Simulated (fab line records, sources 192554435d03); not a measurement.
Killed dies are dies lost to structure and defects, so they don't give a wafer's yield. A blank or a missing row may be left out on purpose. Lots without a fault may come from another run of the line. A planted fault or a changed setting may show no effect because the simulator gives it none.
Split-lot experiment | flow n5_finfet | 7 lots, 39 wafers read, on a route of 1938 steps

THE SPLIT
At N5_DUMMY_GATE_ETCH_31 (etches SiO2 in C4F6/O2, target depth 82.5 nm, time 27.5 s), the setting target_depth_a was moved away from the recipe's 825 angstrom on 15 of the 39 wafers read, by -5.3% to +7.5%. The other wafers ran this setting at the recipe's value.

The reading is taken at the split's own step.

THE READING
etch.depth_nm (the simulator's own value, which no gauge read), in nm, at N5_DUMMY_GATE_ETCH_31 (etches SiO2 in C4F6/O2, target depth 82.5 nm, time 27.5 s). The file gives no usual value for it. The 24 wafers here that ran the recipe average 82.09 nm, standard deviation 1.2 nm.

wafer  | tool, chamber at the split | target_depth_a as run, angstrom | against the recipe | etch.depth_nm, nm | against lot-mates on the recipe
L076.1 | rie_diel-05, 1             | 825                             | recipe             | 80.14             | -
L076.2 | rie_diel-05, 0             | 886.7                           | +7.5%              | 89.54             | +8.85
L076.3 | rie_diel-05, 3             | 886.7                           | +7.5%              | 86.89             | +6.20
L076.4 | rie_diel-05, 2             | 825                             | recipe             | 82.32             | -
L076.5 | rie_diel-05, 2             | 886.7                           | +7.5%              | 88.04             | +7.35
L076.6 | rie_diel-05, 3             | 825                             | recipe             | 79.61             | -
L084.1 | rie_diel-01, 1             | 825                             | recipe             | 84.09             | -
L084.2 | rie_diel-01, 2             | 795.3                           | -3.6%              | 79.94             | -3.77
L084.3 | rie_diel-01, 0             | 795.3                           | -3.6%              | 79.75             | -3.96
L084.4 | rie_diel-01, 3             | 795.3                           | -3.6%              | 79.84             | -3.87
L084.5 | rie_diel-01, 1             | 825                             | recipe             | 84.24             | -
L084.6 | rie_diel-01, 0             | 825                             | recipe             | 82.81             | -
L088.1 | rie_diel-05, 2             | 791.4                           | -4.1%              | 78.56             | -3.87
L088.2 | rie_diel-05, 1             | 825                             | recipe             | 80.99             | -
L088.3 | rie_diel-05, 0             | 791.4                           | -4.1%              | 79.91             | -2.52
L088.4 | rie_diel-05, 3             | 825                             | recipe             | 83.13             | -
L088.5 | rie_diel-05, 3             | 825                             | recipe             | 83.18             | -
L088.6 | rie_diel-05, 0             | 791.4                           | -4.1%              | 79.31             | -3.12
L093.1 | rie_diel-06, 0             | 781.4                           | -5.3%              | 78.49             | -4.78
L093.2 | rie_diel-06, 3             | 825                             | recipe             | 83.23             | -
L093.3 | rie_diel-06, 1             | 781.4                           | -5.3%              | 76.3              | -6.97
L093.4 | rie_diel-06, 2             | 825                             | recipe             | 83.91             | -
L093.5 | rie_diel-06, 2             | 781.4                           | -5.3%              | 79.57             | -3.70
L093.6 | rie_diel-06, 3             | 825                             | recipe             | 82.67             | -
L095.1 | rie_diel-01, 0             | 825                             | recipe             | 82.25             | -
L095.2 | rie_diel-01, 1             | 825                             | recipe             | 82.38             | -
L095.3 | rie_diel-01, 2             | 825                             | recipe             | 81.3              | -
L095.4 | rie_diel-01, 3             | 825                             | recipe             | 80.87             | -
L095.5 | rie_diel-01, 1             | 825                             | recipe             | 82.27             | -
L095.6 | rie_diel-01, 0             | 825                             | recipe             | 82.12             | -
L096.1 | rie_diel-01, 0             | 825                             | recipe             | 81.84             | -
L096.2 | rie_diel-01, 3             | 825                             | recipe             | 81.33             | -
L096.5 | rie_diel-01, 1             | 825                             | recipe             | 82.43             | -
L097.1 | rie_diel-05, 0             | 857.5                           | +3.9%              | 85.24             | +4.23
L097.2 | rie_diel-05, 1             | 825                             | recipe             | 79.91             | -
L097.3 | rie_diel-05, 3             | 825                             | recipe             | 82.45             | -
L097.4 | rie_diel-05, 2             | 857.5                           | +3.9%              | 83.75             | +2.74
L097.5 | rie_diel-05, 3             | 857.5                           | +3.9%              | 85.44             | +4.43
L097.6 | rie_diel-05, 2             | 825                             | recipe             | 80.67             | -

THE FIT
A straight line over all 39 wafers: etch.depth_nm changes by +0.751 nm for each +1% of target_depth_a; r = +0.90; the points scatter about the line by 1.2 nm.
The same after taking each lot's own level away (the mean of its wafers on the recipe; 39 wafers): +0.969 nm for each +1%; r = +0.96; scatter 0.89 nm.
On that fit, the largest move of target_depth_a shifts the reading by 7.2 nm.
The lots' own levels span 80.690 to 83.713 nm, that is 2.4 times the standard deviation above.
So the lot-to-lot level changes the slope: the two fits differ.
Check: with one of the wafers moved furthest among these (+7.5%) left out of the fit, the line predicts +6.96 nm for it against its lot-mates. It came out at +8.85 nm against them.

OTHER SPLITS ON THESE WAFERS
These wafers also went through other splits before the reading. Each is held against what the fit with the lots' levels taken away leaves over:
other split on the same wafers             | wafers away from the commonest value | r with etch.depth_nm (lot level and that fit taken away)
N5_FIN_SAQP_MANDREL_ETCH_22 target_depth_a | 15                                   | -0.14

THE FILE'S OWN FIT
etch.depth_nm changes by +0.968 nm for each +1% of target_depth_a, r = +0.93.
